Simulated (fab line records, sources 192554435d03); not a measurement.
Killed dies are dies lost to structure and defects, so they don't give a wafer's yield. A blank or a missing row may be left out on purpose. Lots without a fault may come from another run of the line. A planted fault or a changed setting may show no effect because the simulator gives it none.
fab line records | flow n5_finfet | part 2 of 2: steps 40 to 40 of 40
record lots=6 wafers=18 last_day=17
route steps=1938 shown HKMG_FIN@440 GATE_CUT@465 PASSIVATION@1936
lots that met no fault: from a run of the same line without faults
start_h: hours from the record's first day to the start of the lot's first wafer shown | wait_h: hours since the lot's step before | " the same as in the row above | L1.1+2: a row that stands for several wafers | - no value, or no start given | * or withheld: withheld | < > ~ a bound
route shown NAME@n: a module of which the file shows steps, and the number in the route of the first | usual: mean/standard deviation of fault-free wafers | same: alike in all rows | chamber/n: place in a boat | sites: the reading at each site | _std_site: their standard deviation | _edge_site: outer sites' mean less inner sites' | radius_mm: how far each site lies from the wafer's centre | mask NAME#n: copy n | behind: the tool/chamber that last shaped the wafer | hold: why the lot was held/for how many hours/how that ended | device: the transistor (n, p or np) that didn't switch | end of line: the same wafers' tests at the end of the route | a step without rows: its recipe alone | killed: dies lost to structure and defects at the first sort, not the wafer's yield | map: a wafer's dies, x killed, . not, _ none there
set.NAME: the setting as run; set.NAME@STEP: as run at that earlier step | model.NAME: the simulator's own value behind a step, which no gauge read
lots at some steps of the route; a table a step, a row a wafer
services: from which hour (start_h, from the record's first day; less than 0 if before it) a tool's chamber was out of use, for how many hours, and why
## steps
# step N5_PASSIVATION_PROBE_49
# usual killed_at_M0_to_M3=34/9.1 killed_at_M4_up=14/5.8 killed_at_contacts=13/6 killed_at_front_end=38/10 killed_at_other=3.2/2.7 killed_dies=102/14 killed_open=68/11 killed_short=32/7.2
# same gross_dies=1180 killed_at_back_side=0
# columns lot.wafer tool chamber start_h wait_h killed_at_M0_to_M3 killed_at_M4_up killed_at_contacts killed_at_front_end killed_at_other killed_dies killed_open killed_short
L364.1 prober-01 - 291.05 0.0 31 4 6 51 4 96 54 41
L364.3 prober-01 - 291.15 0.1 24 14 18 47 5 108 81 23
L364.4 prober-01 - 291.20 0.2 42 17 7 40 2 108 65 40
L365.1 prober-01 - 325.63 0.0 33 18 13 23 5 92 63 29
L365.4 prober-01 - 325.78 0.2 41 19 10 37 1 108 66 37
L365.5 prober-01 - 325.83 0.2 29 14 21 41 1 106 76 30
L371.1 prober-01 - 375.20 0.0 31 9 19 27 1 87 58 28
L371.3 prober-01 - 375.30 0.1 42 13 26 23 7 111 88 22
L371.4 prober-01 - 375.35 0.2 44 4 15 27 7 97 72 25
L369.1 prober-01 - 388.30 0.0 28 7 35 48 6 124 83 38
L369.2 prober-01 - 388.35 0.1 44 9 31 38 9 131 93 36
L369.3 prober-01 - 388.40 0.1 27 12 18 43 0 100 70 29
L372.1 prober-01 - 391.45 0.0 30 11 7 148 5 201 61 27
L372.3 prober-01 - 391.55 0.1 21 14 12 92 8 147 49 25
L372.5 prober-01 - 391.65 0.2 27 10 12 110 3 162 71 21
L374.2 prober-01 - 411.07 0.1 45 15 10 136 2 208 66 32
L374.4 prober-01 - 411.17 0.2 33 12 4 140 0 189 51 23
L374.6 prober-01 - 411.27 0.3 39 11 7 142 4 203 53 31
# killed by level:class
L364.1 STI_FIN_REVEAL:geometric_particle:open=12 BEOL_M0_SAQP:geometric_particle:short=10 BEOL_M3:geometric_particle:open=9 FIN_SAQP:geometric_particle:open=8 FIN_SAQP:geometric_particle:short=8 BEOL_M0_SAQP:geometric_particle:open=7 STI_FIN_REVEAL:geometric_particle:short=4 ILD0:geometric_particle:short=4
L364.3 STI_FIN_REVEAL:geometric_particle:open=23 MOL_CONTACT_COAG:geometric_particle:open=17 FIN_SAQP:geometric_particle:open=9 BEOL_M0_SAQP:geometric_particle:open=5 BEOL_M2:geometric_particle:open=5 BEOL_M3:geometric_particle:open=4 GATE_CUT:geometric_particle:short=3 BEOL_M0:geometric_particle:short=3
L364.4 BEOL_M0_SAQP:geometric_particle:short=15 FIN_SAQP:geometric_particle:short=12 BEOL_M0_SAQP:geometric_particle:open=12 FIN_SAQP:geometric_particle:open=8 MOL_CONTACT_COAG:geometric_particle:open=7 STI_FIN_REVEAL:geometric_particle:open=6 BEOL_M1:geometric_particle:open=6 BEOL_M0:geometric_particle:open=4
L365.1 MOL_CONTACT_COAG:geometric_particle:open=10 BEOL_M2:geometric_particle:open=9 BEOL_M1:geometric_particle:open=7 DUMMY_GATE:geometric_particle:open=6 BEOL_M4:geometric_particle:open=6 BEOL_M3:geometric_particle:short=5 BEOL_M5:geometric_particle:open=5 STARTING-WAFER:geometric_particle:short=5
L365.4 BEOL_M0_SAQP:geometric_particle:short=15 STI_FIN_REVEAL:geometric_particle:open=12 BEOL_M0_SAQP:geometric_particle:open=11 BEOL_M2:geometric_particle:open=9 BEOL_M4:geometric_particle:open=9 MOL_CONTACT_COAG:geometric_particle:open=7 STI_FIN_REVEAL:geometric_particle:short=5 HKMG_FIN:area_etch=5
L365.5 MOL_CONTACT_COAG:geometric_particle:open=18 FIN_SAQP:geometric_particle:open=14 STI_FIN_REVEAL:geometric_particle:open=9 BEOL_M3:geometric_particle:open=8 BEOL_M0_SAQP:geometric_particle:open=6 BEOL_M4:geometric_particle:open=6 BEOL_M2:geometric_particle:open=6 GATE_CUT:geometric_particle:short=5
L371.1 MOL_CONTACT_COAG:geometric_particle:open=13 BEOL_M3:geometric_particle:open=10 MOL_CONTACT_COAG:geometric_particle:short=6 BEOL_M1:geometric_particle:open=6 STI_FIN_REVEAL:geometric_particle:open=5 FIN_SAQP:geometric_particle:short=4 GATE_CUT:geometric_particle:short=4 BEOL_M7:geometric_particle:open=4
L371.3 MOL_CONTACT_COAG:geometric_particle:open=25 BEOL_M3:geometric_particle:open=11 STI_FIN_REVEAL:geometric_particle:open=8 BEOL_M2:geometric_particle:open=8 BEOL_M0_SAQP:geometric_particle:open=7 FIN_SAQP:geometric_particle:short=5 BEOL_M0_SAQP:geometric_particle:short=5 BEOL_M1:geometric_particle:open=5
L371.4 BEOL_M3:geometric_particle:open=15 MOL_CONTACT_COAG:geometric_particle:open=13 BEOL_M0_SAQP:geometric_particle:short=7 STI_FIN_REVEAL:geometric_particle:open=6 BEOL_M0_SAQP:geometric_particle:open=6 BEOL_M2:geometric_particle:open=6 STARTING-WAFER:geometric_particle:open=6 FIN_SAQP:geometric_particle:open=5
L369.1 MOL_CONTACT_COAG:geometric_particle:open=29 STI_FIN_REVEAL:geometric_particle:open=17 FIN_SAQP:geometric_particle:open=9 BEOL_M0_SAQP:geometric_particle:short=8 FIN_SAQP:geometric_particle:short=6 MOL_CONTACT_COAG:geometric_particle:short=6 BEOL_M0_SAQP:geometric_particle:open=6 STI_FIN_REVEAL:geometric_particle:short=4
L369.2 MOL_CONTACT_COAG:geometric_particle:open=26 FIN_SAQP:geometric_particle:open=12 BEOL_M3:geometric_particle:open=12 BEOL_M0_SAQP:geometric_particle:open=9 BEOL_M2:geometric_particle:open=8 STI_FIN_REVEAL:geometric_particle:open=7 BEOL_M0_SAQP:geometric_particle:short=6 FIN_SAQP:geometric_particle:short=5
L369.3 MOL_CONTACT_COAG:geometric_particle:open=15 FIN_SAQP:geometric_particle:open=14 STI_FIN_REVEAL:geometric_particle:open=12 BEOL_M0_SAQP:geometric_particle:short=6 BEOL_M0_SAQP:geometric_particle:open=6 BEOL_M3:geometric_particle:open=6 FIN_SAQP:geometric_particle:short=5 BEOL_M2:geometric_particle:open=5
L372.1 HKMG_FIN:unspecified=106 BEOL_M2:geometric_particle:open=7 GATE_CUT:geometric_particle:short=7 BEOL_M1:geometric_particle:open=7 FIN_SAQP:geometric_particle:short=6 BEOL_M0_SAQP:geometric_particle:open=6 BEOL_M4:geometric_particle:open=6 GATE_CUT:geometric_particle:open=5
L372.3 HKMG_FIN:unspecified=69 FIN_SAQP:geometric_particle:short=9 MOL_CONTACT_COAG:geometric_particle:open=9 BEOL_M4:geometric_particle:open=8 BEOL_M3:geometric_particle:open=5 DUMMY_GATE:geometric_particle:open=4 BEOL_M0_SAQP:geometric_particle:open=4 MOL_CONTACT_COAG:geometric_particle:short=3
L372.5 HKMG_FIN:unspecified=70 MOL_CONTACT_COAG:geometric_particle:open=11 BEOL_M3:geometric_particle:open=9 GATE_CUT:geometric_particle:short=6 GATE_CUT:geometric_particle:open=6 FIN_SAQP:geometric_particle:open=5 BEOL_M0_SAQP:geometric_particle:open=5 STARTING-WAFER:geometric_particle:open=5
L374.2 HKMG_FIN:unspecified=110 BEOL_M2:geometric_particle:open=16 BEOL_M0_SAQP:geometric_particle:open=13 BEOL_M0_SAQP:geometric_particle:short=9 MOL_CONTACT_COAG:geometric_particle:open=8 BEOL_M4:geometric_particle:open=7 FIN_SAQP:geometric_particle:short=5 FIN_SAQP:geometric_particle:open=4
L374.4 HKMG_FIN:unspecified=108 FIN_SAQP:geometric_particle:open=8 BEOL_M0_SAQP:geometric_particle:open=8 HKMG_FIN:area_etch=7 BEOL_M2:geometric_particle:open=5 BEOL_M0_SAQP:geometric_particle:short=5 BEOL_M1:geometric_particle:open=5 BEOL_M4:geometric_particle:open=4
L374.6 HKMG_FIN:unspecified=117 BEOL_M0_SAQP:geometric_particle:open=11 FIN_SAQP:geometric_particle:short=9 BEOL_M0_SAQP:geometric_particle:short=8 BEOL_M3:geometric_particle:open=7 MOL_CONTACT_COAG:geometric_particle:open=5 BEOL_M1:geometric_particle:open=5 BEOL_M4:geometric_particle:open=5
# map L372.1 (x killed, . not)
_________________...x........________________
______________..x......x........_____________
___________..........x....x....x..x__________
__________.........................._________
________.......................x....x._______
_______.x......xx..........x.x....x....______
______..xx...x.x.xx..................x.._____
_____....xx.xxx.x.x......x...............____
____...xxxxxx.xxx..................x......___
___x.xxxxxxxxxxxx.x......x....x...x........__
___xxxx.xxxxxxxxx...........x.....x...x....__
__...xxxxxxxxxxxx..x..x.x....x......x......._
__..x.xxxxxxxxxxxx...............x.........._
_...x.xxxxxxxxxx.x.............x..x.....x...x
_x.x...xxxxxxxx.......................x......
_....xxxxxx.xx..x............................
_.......xxxxxx...............x...............
_.......x.x..................x..........xx...
_......xx...x..............x......x..........
_.x........x..x............x.................
_......................................x..x..
__x...x...................x.............x..._
__....xx..........x........xx.....x.....x..._
___.............x.x...........x....x...xx..__
___.............x.......x...........x.x....__
____xx..................x.................___
_____..............................x.....____
______........xx..................x....._____
_______..x.............................______
________...............x..........x..._______
__________.......x............x....._________
___________..x.....x.x..........x..__________
______________.................._____________
_________________..........x.________________
# map L374.2 (x killed, . not)
_________________....x.......________________
______________.x.x..........x..._____________
___________.......x.............x..__________
__________x...........x............x_________
________........x..........x......x..._______
_______..x......x............x.........______
______....x.x.............x..x........xx_____
_____...xxxx.xxxx........................____
____.xx.xxxxxxxxxx.....................x..___
___..xxxxxxxxxxxx......x.............x.....__
___.xxxxxxxxxxxxxx.x.......................__
__..xxxxxxxxxxx.x.........................x._
__x.x.xxxxxxxx.x..xx.........x........x....._
_.x.x.xxxxxxxxx.xx.......................x...
_...x.xxxxxxxxxxxx............x.x............
_x...xxxxxxxxxx.............x.........xx.....
_......x..xxxxxx..x...xx..........x..........
_..........x..x.x........................x...
_......x.........................x....x......
_...x....x..x........................x....x..
_.......x....................x...........x...
__...................................x......_
__.............................x..x...x....._
___.......x....x.x..............x.....x...x__
___x...xx..x........x....x........x......x.__
____..................x...............x...___
_____.......x...........x..x.....x.......____
______.xx..............................._____
_______.x.x....x..................x....______
________.................x....x......._______
__________.........xx.x............._________
___________x......x..x.x...........__________
______________.................._____________
_________________...........x________________
## services
# columns tool chamber start_h hours kind
ald_metal-02 2 63.29 4.1 repair
rie_diel-04 0 70.84 - clean
rie_diel-04 0 70.84 - consumable_replace:focus_ring
rie_diel-04 0 70.84 21.5 scheduled_down
rie_diel-04 0 70.84 21.5 vent_cycle
ald_metal-01 - 72.75 0.4 repair
ald_metal-03 0 78.22 3.8 repair
rie_diel-02 - 80.06 1.9 repair
rie_metal-01 1 83.84 - clean
rie_metal-01 1 83.84 20.8 scheduled_down
rie_metal-01 1 83.84 20.8 vent_cycle
rie_diel-03 0 85.68 15.6 repair
rie_diel-05 2 87.35 9.5 repair
rie_diel-01 0 88.17 11.6 repair
ald_metal-02 - 94.31 8.7 pm
rie_diel-03 3 96.04 9.9 repair
rie_diel-04 - 116.94 4.0 pm
ald_metal-03 2 121.69 3.9 repair
rie_diel-04 - 124.23 0.4 repair
ald_metal-02 2 124.88 20.4 repair
rie_diel-02 0 126.38 8.9 repair
rie_diel-05 2 127.91 4.1 repair
ald_metal-01 2 131.67 17.3 repair
rie_diel-01 - 135.86 0.6 repair
## key
first_sign step=N5_PASSIVATION_PROBE_49 reading=killed_at_front_end direction=up sigmas=9 usual=38 struck=128
effect step=N5_PASSIVATION_PROBE_49 reading=killed_dies direction=up sigmas=6 usual=102 struck=185
more_kills_born_at N5_HKMG_FIN_STRIP_90@rie_diel-03=580
met_at N5_HKMG_FIN_STRIP_90
struck_wafers L372.1,L372.3,L372.5,L374.2,L374.4,L374.6
tester_left_out L372,L374
onset_between 108.35 126.95
also_fits time
fault kind=chamber_particle_source tool=rie_diel-03 chamber=- onset_h=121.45 steps=N5_HKMG_FIN_STRIP_90 rate_per_visit_cm2=0.59679 end_h=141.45
# tester_left_out: of these lots the tester's yield and bins aren't shown, on N5 and GAA mostly nor the transistor test; their killed dies are dies lost to structure and defects alone, not to doping, threshold or leakage, so they don't give the yield
